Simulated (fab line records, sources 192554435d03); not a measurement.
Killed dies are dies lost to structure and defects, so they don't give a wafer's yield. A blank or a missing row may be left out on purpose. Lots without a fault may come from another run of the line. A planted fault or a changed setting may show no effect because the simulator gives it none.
One fault seen from 3 desks | flow n5_finfet | each desk has only its own numbers; what lay behind them comes last

THE DEFECT DESK
What the inspections along the route counted, lot by lot: means of the sampled wafers that have a number. A lot is out of limits, marked OUT, if its mean lies more than 4 standard deviations from the usual mean; the brackets give that distance.
Columns: A = raw_defect_count at N5_BEOL_M2_INSPECT_13, usual 436
lot  | first seen here | A
L847 | day 7 00:44     | 333
L855 | day 8 21:20     | 562
L858 | day 9 18:23     | 809
L867 | day 11 19:21    | 463
L868 | day 12 00:43    | 358
This desk's finding: nothing out of limits on any of the 5 lots.

THE TOOL OWNER'S DESK: rie_diel-06
The tool's own readings at N5_BEOL_M2_ETCH_64 (etches SOC in N2/H2, target depth 75 nm, overetch 22.5 nm, time 121.9 s): means of the sampled wafers that have a number, for each lot that ran on this tool. A lot is out of limits, marked OUT, if its mean lies more than 4 standard deviations from the usual mean; the brackets give that distance.
Columns: A = drypump_motor_current_A at N5_BEOL_M2_ETCH_64, usual 5.63 A; B = oes_product_au at N5_BEOL_M2_ETCH_64, usual 0.61 a.u.; C = rf_fwd_power_W at N5_BEOL_M2_ETCH_64, usual 837.2 W; D = rf_vpp_V at N5_BEOL_M2_ETCH_64, usual 522.9 V; E = showerhead_plenum_p_Torr at N5_BEOL_M2_ETCH_64, usual 2.50 Torr; F = throttle_valve_pct at N5_BEOL_M2_ETCH_64, usual 17.8 %
lot  | first seen here | A    | B    | C               | D               | E    | F
L855 | day 8 21:28     | 5.66 | 0.66 | 836.8           | 523.9           | 2.55 | 17.7
L858 | day 9 18:29     | 5.79 | 0.62 | 840.8           | 523.3           | 2.49 | 17.7
L867 | day 11 19:30    | 5.50 | 0.63 | 971.5 (+50) OUT | 499.6 (-12) OUT | 2.58 | 17.9
This desk's finding: out of limits on L867; first on L867, day 11 19:30 (rf_fwd_power_W at N5_BEOL_M2_ETCH_64). In limits: L855, L858.

THE METROLOGY DESK
What the gauges read, lot by lot, whatever tool the lot ran on: means of the sampled wafers that have a number. A lot is out of limits, marked OUT, if its mean lies more than 4 standard deviations from the usual mean; the brackets give that distance. Of its 12 readings 7 are shown: those that lie furthest out on some lot.
Columns: A = M2_OVL at N5_BEOL_M2_OVL_MEAS_12, usual 0.4 nm; B = DIBL_N at N5_BEOL_M4_RC_MEAS_101, usual 35.9 mV/V; C = IOFF_N at N5_BEOL_M4_RC_MEAS_101, usual 0.16 nA/um; D = ION_N at N5_BEOL_M4_RC_MEAS_101, usual 671 uA/um; E = SS_P at N5_BEOL_M4_RC_MEAS_101, usual 73.2 mV/dec; F = VT_N at N5_BEOL_M4_RC_MEAS_101, usual 250 mV; G = VT_P at N5_BEOL_M4_RC_MEAS_101, usual -251 mV
lot  | first seen here | A    | B    | C    | D   | E    | F   | G
L847 | day 7 00:39     | 1.3  | 35.6 | 0.15 | 672 | 72.9 | 250 | -253
L855 | day 8 21:16     | 0.2  | 37.9 | 0.18 | 670 | 73.2 | 249 | -249
L858 | day 9 18:17     | 1.1  | 38.0 | 0.17 | 680 | 74.3 | 249 | -253
L867 | day 11 19:16    | 1.1  | 35.4 | 0.15 | 670 | 73.0 | 251 | -249
L868 | day 12 00:37    | -0.3 | 32.9 | 0.11 | 653 | 72.3 | 257 | -256
This desk's finding: nothing out of limits on any of the 5 lots.

PUT TOGETHER
The tool owner's desk could have raised an alarm at day 11 19:30, on L867.
The defect desk saw nothing out of limits.
The metrology desk saw nothing out of limits.
The defect desk has L867 on record, within its limits.
The metrology desk has L867 on record, within its limits.
Of the lots named, all ran N5_BEOL_M2_ETCH_64 on rie_diel-06.

WHAT THE SIMULATOR HAD PUT IN
Process parameter drift: rie_diel-06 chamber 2, from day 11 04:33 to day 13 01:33, at N5_BEOL_M2_ETCH_64. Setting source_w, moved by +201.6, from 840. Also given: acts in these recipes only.
Lots struck among those shown: L867.
Hours from the fault's start to each desk's first reading out of limits: the tool owner's desk, 15.
